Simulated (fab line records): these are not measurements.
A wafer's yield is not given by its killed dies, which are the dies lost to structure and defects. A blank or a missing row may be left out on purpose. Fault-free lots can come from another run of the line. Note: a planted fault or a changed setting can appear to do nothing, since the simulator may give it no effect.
Which tool was responsible? + flow nandHarc + Sampling: 14 lots, 42 wafers, 4 of 1302 route steps

WHAT EACH GAUGE READ, for each wafer
No reading from a measuring or inspecting step in the record can be judged against a usual standard deviation.

WHAT TOOL EACH LOT RAN ON (gives the tool, then ch and the chambers of the sampled wafers, and finally the start)
| lot  | NHARC_P_M0_PRE_CLEAN_29                | NHARC_P_M1_DEVELOP_08            | NHARC_P_M1_DESCUM_14              | NHARC_P_M1_ETCH_15            |
|------|----------------------------------------|----------------------------------|-----------------------------------|-------------------------------|
| L220 | pvdSputter-03, day 6 05:00 or earlier  | lithoTrack-01 ch 0, day 6 05:00  | rieDiel-11 ch 0,1,2, day 6 06:15  | rieDiel-11 ch 1,2, no start   |
| L221 | pvdSputter-02, day 6 11:00 or earlier  | lithoTrack-01 ch 0, day 6 11:00  | rieDiel-01 ch 0,1,2, day 6 12:10  | rieDiel-01 ch 0,1,3, no start |
| L224 | pvdSputter-03, day 7 21:00 or earlier  | lithoTrack-06 ch 0, day 7 21:00  | rieDiel-11 ch 0,2,3, day 7 21:28  | rieDiel-11 ch 0,2, no start   |
| L226 | pvdSputter-03, day 8 16:00 or earlier  | lithoTrack-04 ch 0, day 8 16:00  | rieDiel-11 ch 0,2,3, day 8 16:49  | rieDiel-11 ch 1,2,3, no start |
| L228 | pvdSputter-03, day 9 14:00 or earlier  | lithoTrack-06 ch 0, day 9 14:00  | rieDiel-13 ch 1,2, day 9 14:35    | rieDiel-13 ch 0,3, no start   |
| L230 | pvdSputter-02, day 10 21:00 or earlier | lithoTrack-06 ch 0, day 10 21:00 | rieDiel-13 ch 1,2,3, day 10 21:23 | rieDiel-13 ch 0,1,2, no start |
| L232 | pvdSputter-03, day 11 03:00 or earlier | lithoTrack-06 ch 0, day 11 03:00 | rieDiel-13 ch 0,1,3, day 11 03:32 | rieDiel-13 ch 1,2,3, no start |
| L234 | pvdSputter-02, day 12 04:00 or earlier | lithoTrack-06 ch 0, day 12 04:00 | rieDiel-11 ch 1,3, day 12 04:17   | rieDiel-11 ch 1,3, no start   |
| L233 | pvdSputter-01, day 12 05:00 or earlier | lithoTrack-06 ch 0, day 12 05:00 | rieDiel-13 ch 0,1,3, day 12 05:41 | rieDiel-13 ch 0,2,3, no start |
| L235 | pvdSputter-03, day 12 09:00 or earlier | lithoTrack-04 ch 0, day 12 09:00 | rieDiel-11 ch 0,1,2, day 12 09:47 | rieDiel-11 ch 1,3, no start   |
| L236 | pvdSputter-03, day 13 00:00 or earlier | lithoTrack-01, day 13 00:00      | rieDiel-13 ch 0,3, day 13 01:16   | rieDiel-13 ch 0,2,3, no start |
| L237 | pvdSputter-03, day 13 03:00 or earlier | lithoTrack-04, day 13 03:00      | rieDiel-13 ch 0,2,3, day 13 03:20 | rieDiel-13 ch 0,2,3, no start |
| L240 | pvdSputter-03, day 14 15:00 or earlier | lithoTrack-04 ch 0, day 14 15:00 | rieDiel-13 ch 1,2,3, day 14 15:17 | rieDiel-13 ch 0,1,3, no start |
| L243 | pvdSputter-01, day 15 16:00 or earlier | lithoTrack-01 ch 0, day 15 16:00 | rieDiel-13 ch 0,1,3, day 15 16:21 | rieDiel-13 ch 0,3, no start   |
- NHARC_P_M0_PRE_CLEAN_29: time 30 s.
- NHARC_P_M1_DEVELOP_08: develop time 35 s.
- NHARC_P_M1_DESCUM_14: chemistry O2, time 3 s.
- NHARC_P_M1_ETCH_15: etches the open film in C4F8/Ar, target depth 182.5 nm, time 91.2 s.

WHAT THE TOOLS THEMSELVES READ (means of the sampled wafers that have a number; where no wafer has one, the mark that the record gives instead)
NHARC_P_M0_PRE_CLEAN_29.
| lot  | tool          | heaterPowerW (W) |
|------|---------------|------------------|
| L220 | pvdSputter-03 | 417              |
| L221 | pvdSputter-02 | 407              |
| L224 | pvdSputter-03 | 417              |
| L226 | pvdSputter-03 | 413              |
| L228 | pvdSputter-03 | 409              |
| L230 | pvdSputter-02 | 445              |
| L232 | pvdSputter-03 | 415              |
| L234 | pvdSputter-02 | 434              |
| L233 | pvdSputter-01 | 414              |
| L235 | pvdSputter-03 | 433              |
| L236 | pvdSputter-03 | 411              |
| L237 | pvdSputter-03 | 432              |
| L240 | pvdSputter-03 | 422              |
| L243 | pvdSputter-01 | 423              |

NHARC_P_M1_DEVELOP_08.
| lot  | tool          | chillPlateTempC (C) |
|------|---------------|---------------------|
| L220 | lithoTrack-01 | 22.90               |
| L221 | lithoTrack-01 | 22.96               |
| L224 | lithoTrack-06 | 23.03               |
| L226 | lithoTrack-04 | 23.02               |
| L228 | lithoTrack-06 | 23.09               |
| L230 | lithoTrack-06 | 23.01               |
| L232 | lithoTrack-06 | 22.96               |
| L234 | lithoTrack-06 | 23.07               |
| L233 | lithoTrack-06 | 23.12               |
| L235 | lithoTrack-04 | 23.14               |
| L236 | lithoTrack-01 | -                   |
| L237 | lithoTrack-04 | -                   |
| L240 | lithoTrack-04 | 22.93               |
| L243 | lithoTrack-01 | 23.02               |

NHARC_P_M1_DESCUM_14.
| lot  | tool       | drypumpMotorCurrentA (A) | oesProductAu (a.u.) | rfVppV (V) | showerheadPlenumPTorr (Torr) | throttleValvePct (%) |
|------|------------|--------------------------|---------------------|------------|------------------------------|----------------------|
| L220 | rieDiel-11 | 5.2                      | 1.004               | 57.6       | 1.89                         | 11.310               |
| L221 | rieDiel-01 | 6.1                      | 1.002               | 57.4       | 1.92                         | 11.308               |
| L224 | rieDiel-11 | 5.5                      | 0.998               | 57.6       | 1.92                         | 11.316               |
| L226 | rieDiel-11 | 5.5                      | 1.003               | 57.4       | 1.92                         | 11.314               |
| L228 | rieDiel-13 | 5.7                      | 0.987               | 57.7       | 1.84                         | 11.317               |
| L230 | rieDiel-13 | 6.0                      | 1.004               | 57.5       | 1.92                         | 11.311               |
| L232 | rieDiel-13 | 6.0                      | 0.996               | 58.1       | 1.95                         | 11.310               |
| L234 | rieDiel-11 | 6.1                      | 0.998               | 57.0       | 1.84                         | 11.316               |
| L233 | rieDiel-13 | 6.0                      | 1.006               | 57.5       | 1.95                         | 11.312               |
| L235 | rieDiel-11 | 5.2                      | 1.005               | 57.8       | 1.89                         | 11.311               |
| L236 | rieDiel-13 | 5.7                      | 1.002               | 58.1       | 1.92                         | 11.313               |
| L237 | rieDiel-13 | 5.7                      | 1.007               | 57.6       | 1.89                         | 11.325               |
| L240 | rieDiel-13 | 6.0                      | 0.995               | 58.4       | 1.92                         | 11.309               |
| L243 | rieDiel-13 | 6.0                      | 1.005               | 58.3       | 1.95                         | 11.314               |

NHARC_P_M1_ETCH_15.
| lot  | tool       | oesProductAu (a.u.) | rfVppV (V) |
|------|------------|---------------------|------------|
| L220 | rieDiel-11 | 0.962               | 440.2      |
| L221 | rieDiel-01 | 0.978               | 439.9      |
| L224 | rieDiel-11 | 0.960               | 442.5      |
| L226 | rieDiel-11 | 0.972               | 439.4      |
| L228 | rieDiel-13 | 0.973               | 442.2      |
| L230 | rieDiel-13 | 0.982               | 439.5      |
| L232 | rieDiel-13 | 0.966               | 441.3      |
| L234 | rieDiel-11 | 0.960               | 438.9      |
| L233 | rieDiel-13 | 0.930               | 439.7      |
| L235 | rieDiel-11 | 0.973               | 437.3      |
| L236 | rieDiel-13 | 0.968               | 440.0      |
| L237 | rieDiel-13 | 0.976               | 440.0      |
| L240 | rieDiel-13 | 0.927               | 442.4      |
| L243 | rieDiel-13 | 0.972               | 442.4      |

THE ANSWER, worked out from the rows above alone
Rule: the lots themselves supply what counts as usual. The widest of any qualifying gaps counts: lots, ordered by their means at a reading, are off when they make up no more than a third of the lots, leave a main group of 4 or more, and stand apart from it by 3 or more times the standard deviation of that group's means. The tables above print the reading to a certain number of digits; a main group whose means all agree to those digits is not used. Also off: a lot with no number at a reading for which 4 or more lots have one. All remaining lots with rows at the step are treated as sound. Order of review: gauges by route order, followed by the tools' own readings, for which a lot's mean as printed above is used. The first step at which some lot is off is used, and at that step the reading that is off furthest; a lot without a number counts as furthest.
Off: L236, L237, at NHARC_P_M1_DEVELOP_08 (chillPlateTempC). Without a number there: L236, L237. For the main group the mean is 23.02 C and the standard deviation 0.072.
A tool fits if, at that step or a process step before it, it ran every lot that is off, and no sound lot after the first of them. Because NHARC_P_M0_PRE_CLEAN_29 lacks a start for some lots, the hours and order of its lots are taken from NHARC_P_M1_DEVELOP_08. Not one of the candidates tried fits.

WHAT THE SIMULATOR HAD INSERTED
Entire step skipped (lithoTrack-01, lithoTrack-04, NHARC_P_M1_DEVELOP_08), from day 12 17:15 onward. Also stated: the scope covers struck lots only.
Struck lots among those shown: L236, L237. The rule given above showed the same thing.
